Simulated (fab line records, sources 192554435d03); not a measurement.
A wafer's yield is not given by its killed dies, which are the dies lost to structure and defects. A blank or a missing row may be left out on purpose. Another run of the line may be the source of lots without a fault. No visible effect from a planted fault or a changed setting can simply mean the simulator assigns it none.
Lot-split experiment | flow n5Finfet | 21 wafers read across 7 lots, on a route 1938 steps long

## THE SPLIT ITSELF
At N5_BEOL_M8_ETCH_61 (etches SiARC in CF4, target depth 45.5 nm, time 75.8 s), the setting biasW was moved away from the recipe's 36 W on 6 of the 21 wafers read, by -11.6% to +17.5%. This setting was run at the recipe's value on the other wafers.

The reading comes from the split's own step.

## THE READING
rfVppV, in V, at N5_BEOL_M8_ETCH_61 (etches SiARC in CF4, target depth 45.5 nm, time 75.8 s). A value of 184.5 V with a standard deviation of 1.1 V is what fault-free wafers of this fab line usually give.

wafer  | tool, chamber at the split | biasW as run, W | against the recipe | rfVppV, V | against lot-mates on the recipe
L075.1 | rieDiel-02, 1              | 36              | recipe             | 184.0     | -
L075.2 | rieDiel-02, 0              | 36              | recipe             | 183.6     | -
L075.3 | rieDiel-02, 3              | 36              | recipe             | 183.7     | -
L076.4 | rieDiel-03, 0              | 36              | recipe             | 184.1     | -
L076.5 | rieDiel-03, 1              | 36              | recipe             | 184.7     | -
L076.6 | rieDiel-03, 2              | 36              | recipe             | 183.6     | -
L080.1 | rieDiel-02, 3              | 36              | recipe             | 184.4     | -
L080.2 | rieDiel-02, 1              | 36              | recipe             | 183.5     | -
L080.5 | rieDiel-02, 1              | 36              | recipe             | 185.1     | -
L077.1 | rieDiel-02, 0              | 36              | recipe             | 181.8     | -
L077.3 | rieDiel-02, 3              | 42.29           | +17.5%             | 205.2     | +20.9
L077.6 | rieDiel-02, 1              | 36              | recipe             | 186.8     | -
L082.3 | rieDiel-03, 3              | 40.68           | +13.0%             | 200.0     | +16.5
L082.4 | rieDiel-03, 1              | 40.68           | +13.0%             | 197.6     | +14.1
L082.6 | rieDiel-03, 0              | 36              | recipe             | 183.5     | -
L087.1 | rieDiel-02, 1              | 41.79           | +16.1%             | 202.5     | +17.0
L087.4 | rieDiel-02, 2              | 36              | recipe             | 184.9     | -
L087.5 | rieDiel-02, 1              | 36              | recipe             | 186.1     | -
L095.1 | rieDiel-02, 0              | 31.84           | -11.6%             | 172.1     | -13.1
L095.3 | rieDiel-02, 1              | 36              | recipe             | 185.2     | -
L095.6 | rieDiel-02, 2              | 31.84           | -11.6%             | 171.6     | -13.6

FIT RESULTS
A straight line over all 21 wafers: rfVppV changes by +1.13 V for each +1% of biasW; r = +0.99; the points scatter about the line by 1.2 V.
The same after taking each lot's own level away (the mean of its wafers on the recipe; 21 wafers): +1.15 V for each +1%; r = +0.99; scatter 1.1 V.
That fit puts the effect of the largest move of biasW on the reading at 20 V.
Measured against the standard deviation above, the lots' own levels, which go from 183.50 to 185.50 V, span 1.8 times it.
Hence the lot-to-lot level has little effect on the slope; both slopes agree.
Check: with one of the wafers moved furthest among these (+17.5%) left out of the fit, the line predicts +19.8 V for it against its lot-mates. It came out at +20.9 V against them.
Tool readings at the split's step, against how far the setting was moved: rfVppV r = +0.99.

## OTHER SPLITS APPLIED TO THESE WAFERS
Note: prior to the reading, these wafers also went through further splits. Each is held against what the fit with the lots' levels taken away leaves over:
other split on the same wafers | wafers away from the commonest value | r with rfVppV (lot level and that fit taken away)
N5_BEOL_M5_COAT_59 tempC       | 5                                    | -0.06
N5_BEOL_M5_COAT_66 spinRpm     | 3                                    | +0.26
N5_BEOL_M5_COAT_74 spinRpm     | 7                                    | -0.43
N5_BEOL_M6_COAT_22 spinRpm     | 7                                    | -0.09
N5_BEOL_M7_ILD_DEP_00 timeS    | 11                                   | -0.02

## THE FILE'S OWN FIT
rfVppV changes by +1.15 V for each +1% of biasW, r = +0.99.
